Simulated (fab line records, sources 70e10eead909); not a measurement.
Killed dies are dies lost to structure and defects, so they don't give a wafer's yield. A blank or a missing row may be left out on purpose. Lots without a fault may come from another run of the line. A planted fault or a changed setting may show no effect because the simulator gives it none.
Problem report in the 8D (eight disciplines) form, filled by code | flow nand_harc | the parts of the form that need people (team, actions taken, sign-off) are left out

1. THE PROBLEM
raw_defect_count at NHARC_P_M2_INSPECT_11 reads a mean of 977.0 on 1 wafer of 1 lot; wafers without a fault read 4.5 with a standard deviation of 2.4. That is +99 or more standard deviations from the usual mean.
First seen on wafer L962.6, day 10 23:11, on defect_inspect-02. The record holds 36 wafers of 12 lots with a number at this step. Rule for "out", or "out of limits": more than 4 standard deviations from the usual mean. The other wafers with a number count as sound.

2. WHAT IT IS AND WHAT IT IS NOT
question                    | is                | is not
which readings at this step | raw_defect_count  | -
which lots                  | L962              | L952, L954, L957, L958, L964, L969, L970, L971, L972, L973, L974
which wafers of those lots  | L962.6            | L962.1, L962.4
read on which gauges        | defect_inspect-02 | defect_inspect-01
when                        | from day 10 23:11 | up to then (14 sound wafers); but 21 sound wafers of L964, L969, L970, L971, L972, L973, L974 came after

3. SUSPECTS, AND WHAT RULES EACH OUT
Counting: a tool at a process step up to the reading stays a suspect if it ran every lot that is out. Sound lots after the first of them don't rule it out here, since some wafers of a struck lot are sound.
- the gauge at NHARC_P_M2_INSPECT_11: ruled out. All the wafers that are out were read on defect_inspect-02, but those of them that NHARC_END_SORT_01 has rows for are out there too, on other tools.
- pecvd-01 at NHARC_P_M1_PRE_CLEAN_32 (time 12 s): kept. It ran the lot that is out, L962 (day 10 21:53); its last sound lot up to then is L958 (day 9 02:44).
- Within pecvd-01 at NHARC_P_M1_PRE_CLEAN_32: the wafers that are out ran in chamber 0; their sound lot-mates ran in chambers 1, 2.
Left after counting: pecvd-01 at NHARC_P_M1_PRE_CLEAN_32.

4. THE CAUSE (what the simulator had put in)
Chamber particle source: pecvd-01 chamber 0, from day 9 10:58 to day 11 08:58, at NHARC_P_M1_PRE_CLEAN_32. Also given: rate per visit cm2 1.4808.
Counting left only this tool.

5. THE CHAIN OF EFFECTS, in route order
Each row: a reading whose mean over the struck wafers that have a number lies more than 3 standard deviations from the usual. Only readings for which the record gives a usual standard deviation are gone through. hours: the time from each lot's start at the first step in this table that gives one to its start at this step, as a median over the lots. sigmas: the change in usual standard deviations.
hours | step                  | reading              | usual  | on struck wafers | change | sigmas
0     | NHARC_P_M2_INSPECT_11 | raw_defect_count     | 4.5    | 977.0            | +972.5 | +99 or more
432   | NHARC_END_SORT_01     | defect_limited_yield | 91.1 % | 80.8             | -10.3  | -3.7
432   | NHARC_END_SORT_01     | killed_at_periphery  | 3.4    | 60.0             | +56.6  | +24
432   | NHARC_END_SORT_01     | killed_dies          | 60     | 130              | +70    | +3.7
432   | NHARC_END_SORT_01     | sort_bin_2_pct       | 3.2 %  | 7.4              | +4.2   | +3.2
432   | NHARC_END_SORT_01     | sort_bin_3_pct       | 0.7 %  | 4.0              | +3.3   | +8.5
432   | NHARC_END_SORT_01     | sort_n_pass          | 617    | 547              | -70    | -3.7
432   | NHARC_END_SORT_01     | sort_rim_yield_pct   | 89 %   | 76               | -13    | -3.1
432   | NHARC_END_SORT_01     | sort_yield_pct       | 91.1 % | 80.8             | -10.3  | -3.7

6. WHAT WOULD HAVE CAUGHT IT SOONER
In this record the first reading out of limits at a measuring or inspecting step was taken at day 10 23:11, 36 hours after the fault began at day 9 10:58.
Of the tool readings at NHARC_P_M1_PRE_CLEAN_32 for which the record gives a usual standard deviation, none was out on any struck wafer, so an alarm limit of 4 standard deviations on them would not have fired.
All the lots that are out (1) had begun NHARC_P_M1_PRE_CLEAN_32 on pecvd-01 by day 10 23:11. A hold on the tool at that time would have spared none of them.
